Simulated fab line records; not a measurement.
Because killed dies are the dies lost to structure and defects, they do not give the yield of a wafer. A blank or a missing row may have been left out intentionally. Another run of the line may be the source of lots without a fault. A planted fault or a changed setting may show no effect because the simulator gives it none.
Comparing a struck lot with a sound one -- flow n5_finfet -- 40 steps out of a route of 1938
Sound: the wafers L672.4, L672.5, L672.6. Wafers struck: L673.3, L673.4, L673.5. Last of all comes the cause.
Each step with rows lists, per side, the tool, then ch with its chambers, then its first start. Under that, the readings that differ: sound wafers -- struck wafers -- difference of the means -- sigmas: that difference in standard deviations of wafers without a fault.
alike: a reading whose means differ by less than 2 such deviations, as well as words and numbers matching on both sides. not compared: withheld readings; readings where some wafer has no value; bounds like >300 that might hide an equal value; numbers whose values overlap and for which the record gives no deviation.
The two part at a step that has a row with sigmas, a row that says differs or no value, or rows on one side only. When numbers do not overlap yet have no deviation, they are printed without sigmas and do not part them. A reading that every wafer of one side lacks parts them only if that side has two wafers or more.

first, 9 steps without rows for these wafers: N5_SD_EPI_N_DEVELOP_08 (develop time 30 s); N5_SD_EPI_N_DESCUM_14 (chemistry O2, time 7.9 s); N5_SD_EPI_N_ETCH_34 (etches SiARC in CF4, target depth 45.5 nm, time 75.8 s); N5_SD_EPI_N_ETCH_35 (etches SOC in N2/H2, overetch 108 nm, time 486 s); N5_SD_EPI_N_STRIP_36 (strips in N2/H2); N5_SD_EPI_N_ETCHBACK_44 (etches SiNx in CH3F/O2, stops on SiO2, target depth 14.5 nm); N5_SD_EPI_N_ETCH_45 (etches SiOCN in CH3F/O2, target depth 6 nm); N5_SD_EPI_N_ETCH_16 (etches SiO2 in CHF3/O2, target depth 5 nm); N5_SD_EPI_N_STRIP_47 (strips in CHF3/O2).
N5_SD_EPI_N_SD_RECESS_17: chemistry HBr/Cl2/O2, target depth 41 nm, time 23.7 s, bt time 3 s.
  sound on rie_si-03 ch 0,1, day 7 00:39; struck on rie_si-04 ch 0,1, day 7 06:23
  alike: drypump_motor_current_A, oes_product_au, throttle_valve_pct
  not compared: rf_hours_counter_h
then, 11 steps without rows for these wafers: N5_SD_EPI_N_STRIP_38 (strips in N2/H2); N5_SD_EPI_N_WET_ETCH_43 (etches SiO2 in dHF, time 14 s, target depth 1.5 nm); N5_SD_EPI_N_STRIP_18 (strips in SPM, time 750 s); N5_SD_EPI_N_SRD_20 (time 30 s); N5_SD_EPI_N_PRECLEAN_48 (cleans in NF3:NH3, afs cycles 2, time 20 s, sublimation time 60 s); N5_SD_EPI_N_VAPOR_ETCH_50 (etches Si in HCl, time 54 s); N5_SD_EPI_N_EPI_21 (deposits Si:P, time 690 s); N5_SD_EPI_N_PRECLEAN_24 (cleans in O3/DIW, time 60 s); N5_SD_EPI_N_SRD_25 (time 30 s); N5_SD_EPI_N_PRECLEAN_49 (cleans in NF3:NH3, afs cycles 1, time 20 s, sublimation time 60 s); N5_SD_EPI_N_LINER_46 (material SiNx, target thk 3 nm).
N5_SD_EPI_N_INSPECT_26: inspects for defects (darkfield).
  sound: defect_inspect-01 at day 7 04:17; struck: defect_inspect-01 at day 7 09:41
reading,sound,struck,difference,sigmas
raw_defect_count,193 168 195,539 564 623,+390,+10
then, 8 steps without rows for these wafers: N5_SD_EPI_P_COAT_34 (time 60 s, resist thk 350 nm); N5_SD_EPI_P_COAT_35 (time 60 s, resist thk 35 nm); N5_SD_EPI_P_COAT_03 (resist thk 150 nm); N5_SD_EPI_P_EBR_05; N5_SD_EPI_P_SOFTBAKE_04 (time 60 s); N5_SD_EPI_P_EXPOSE_06 (exposes mask SD P BLK, target cd 240 nm); N5_SD_EPI_P_PEB_07 (peb time 60 s); N5_SD_EPI_P_DEVELOP_08 (develop time 30 s).
N5_SD_EPI_P_INSPECT_11: inspects for defects (macro).
  sound: defect_inspect-02 at day 7 04:45; struck: defect_inspect-01 at day 7 10:09
reading,sound,struck,difference,sigmas
raw_defect_count,2 2 3,>300 >300 >300,differs,
then, 5 steps without rows for these wafers: N5_SD_EPI_P_DESCUM_14 (chemistry O2, time 7.9 s); N5_SD_EPI_P_ETCH_36 (etches SiARC in CF4, target depth 45.5 nm, time 75.8 s); N5_SD_EPI_P_ETCH_37 (etches SOC in N2/H2, overetch 108 nm, time 486 s); N5_SD_EPI_P_STRIP_38 (strips in N2/H2); N5_SD_EPI_P_ETCHBACK_46 (etches SiNx in CH3F/O2, stops on SiO2, target depth 17.5 nm).
N5_SD_EPI_P_INSPECT_26: inspects for defects (darkfield).
  sound: defect_inspect-01 at day 7 08:30; struck: defect_inspect-01 at day 7 13:59
reading,sound,struck,difference,sigmas
raw_defect_count,155 158 171,475 542 613,+382,+10
N5_SD_ACTIVATION_INSPECT_02: inspects for defects (darkfield).
  sound: defect_inspect-01 at day 7 09:16; struck: defect_inspect-01 at day 7 14:44
reading,sound,struck,difference,sigmas
raw_defect_count,155 169 164,497 541 603,+384,+10
-- record jumps: 5 days separate the struck wafers' starts on either side; left off in module SD_ACTIVATION, taken up again in module BEOL_M4, whose first shown step is the route's number 1111 --
N5_BEOL_M4_RC_MEAS_101:
  sound on prober-01 ch 0, day 12 00:11; struck on prober-01 ch 0, day 12 21:13
  alike: DIBL_N, DIBL_P, IOFF_N, IOFF_P, ION_N, ION_P, SS_N, SS_P, VT_N, VT_P
-- a jump in the record: the struck wafers' starts before and after are 4 days apart (it breaks off in module BEOL_M4 and resumes in module PASSIVATION, where the first step shown is number 1936 of the route) --
N5_PASSIVATION_PROBE_49:
  only the struck wafers here have rows in the record (prober-01, day 16 16:35); the sound ones have none

== WHERE THEY PART ==
Earliest at N5_SD_EPI_N_INSPECT_26; latest, in this record, at N5_PASSIVATION_PROBE_49.

WHY: what had been put in by the simulator
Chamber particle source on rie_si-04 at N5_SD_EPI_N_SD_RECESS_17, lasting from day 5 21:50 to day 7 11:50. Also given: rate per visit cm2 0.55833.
